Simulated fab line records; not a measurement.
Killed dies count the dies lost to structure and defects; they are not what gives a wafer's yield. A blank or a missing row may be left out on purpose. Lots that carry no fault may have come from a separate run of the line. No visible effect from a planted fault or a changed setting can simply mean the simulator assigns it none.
A lot that was struck, set against a sound lot    flow nand harc    18 steps out of a route of 1302
Sound: wafers L555.1, L555.2, L555.4. Struck: wafers L569.2, L569.5. (L569.6 of the same lot was not struck and is left out.) The cause comes at the end.
Order at every step that has rows: each side's tool, ch and its chambers, its first start. Under that, the readings that differ: sound wafers    struck wafers    difference of the means    sigmas: that difference in standard deviations of wafers without a fault.
alike: same words and numbers on both sides, and readings whose means sit less than 2 such deviations apart. not compared: any withheld reading, any reading some wafer has no value for, any bound like >300 that may hide the same value, and any number with overlapping values for which the record gives no deviation.
A row with sigmas, a row that says differs or no value, or rows on one side alone: a step with any of these is where the two part. Numbers that have no deviation but don't overlap get no sigmas and don't part them. A reading that every wafer of one side lacks parts them only if that side has two wafers or more.

first, 1 step without rows for these wafers: NHARC_A_M1_ETCH_35 (etches the open film in N2/H2, target depth 40 nm, overetch 12 nm, time 43.94 s).
NHARC_A_M1_ETCH_15: etches the open film in C4F8/Ar, target depth 182.5 nm, time 91.2 s.
  sound on rie diel-05 ch 1,2,3; struck on rie diel-05 ch 0,3
  alike: oes product au, rf vpp V
  not compared: rf hours counter h
NHARC_A_M1_CD_MEAS_16:
  sound on cd sem-02 at day 25 20:04; struck on cd sem-02 at day 31 03:35
  alike: cd nm
NHARC_A_M1_STRIP_18: strips in N2/H2.
  sound on rie diel-10 ch 0,1,3, day 25 20:08; struck on rie diel-05 ch 0,3, day 31 03:41
  alike: drypump motor current A, oes product au, rf vpp V, showerhead plenum p Torr, throttle valve pct
  not compared: rf hours counter h
NHARC_A_M1_ETCH_28: etches the open film in CF4/N2, target depth 30 nm, time 72.99 s.
  sound on rie diel-10 ch 0,1,2; struck on rie diel-05 ch 0,1
  alike: drypump motor current A, oes product au, rf vpp V, showerhead plenum p Torr, throttle valve pct
  not compared: rf hours counter h
then, 2 steps without rows for these wafers: NHARC_A_M1_STRIP_19 (strips in post etch residue remover, time 600 s); NHARC_A_M1_DEGAS_29 (time 60 s).
NHARC_A_M1_PRE_CLEAN_30: time 30 s.
  sound on pvd sputter-03; struck on pvd sputter-01
  alike: heater power w
then, 4 steps without rows for these wafers: NHARC_A_M1_PVD_20 (deposits TaN, target thk 5 nm, time 8.06 s); NHARC_A_M1_PVD_21 (deposits Cu, target thk 30 nm, time 20.49 s); NHARC_A_M1_ECD_22 (material Cu, target thk 400 nm); NHARC_A_M1_ANNEAL_31 (time 90 s).
NHARC_A_M1_CMP_23: polishes, t overpolish 20 s, target thk 154.34 nm.
  sound on cmp-02 ch 0,1,3, day 25 21:52; struck on cmp-01 ch 2, day 31 06:50
  alike: motor current A, slurry filter dp kPa, time to endpoint s
NHARC_A_M1_THK_MEAS_24: measures by xrf.
  sound on film metro-01 at day 25 22:11; struck on film metro-02 at day 31 07:08
  alike: thk nm
after that, 1 step had no rows for these wafers: NHARC_A_M1_SRD_25.
NHARC_A_M1_INSPECT_27:
  sound on defect inspect-01 at day 25 22:20; struck on defect inspect-02 at day 31 07:28
reading           sound        struck    difference  sigmas
raw defect count  498 442 538  1421 950  +693        +5
  not compared: hold
NHARC_A_M1_PRE_CLEAN_32: time 12 s.
  sound on pecvd-03 ch 0,1, day 25 22:24; struck on pecvd-02 ch 0,2, day 31 13:05
reading  sound  struck                                             difference                    sigmas
hold     - - -  await dispo/5.5h/release await dispo/5.5h/release  no value on the sound wafers  
  alike: heater power w
  not compared: since wet clean h
NHARC_END_SORT_01:
  sound on prober-01 ch 0, day 27 08:13; struck on prober-02 ch 0, day 33 12:43
reading                   sound           struck     difference  sigmas
defect limited yield (%)  89.4 91.4 91.7  56.1 60.0  -32.8       -13
killed at array           71 51 55        294 267    +222        +13
killed dies               72 58 56        297 271    +222        +12
  alike: killed at other, killed at periphery, killed open, killed short

== WHERE THEY PART ==
First at NHARC_A_M1_INSPECT_27; last, within this record, at NHARC_END_SORT_01.

WHY: whatever the simulator had introduced
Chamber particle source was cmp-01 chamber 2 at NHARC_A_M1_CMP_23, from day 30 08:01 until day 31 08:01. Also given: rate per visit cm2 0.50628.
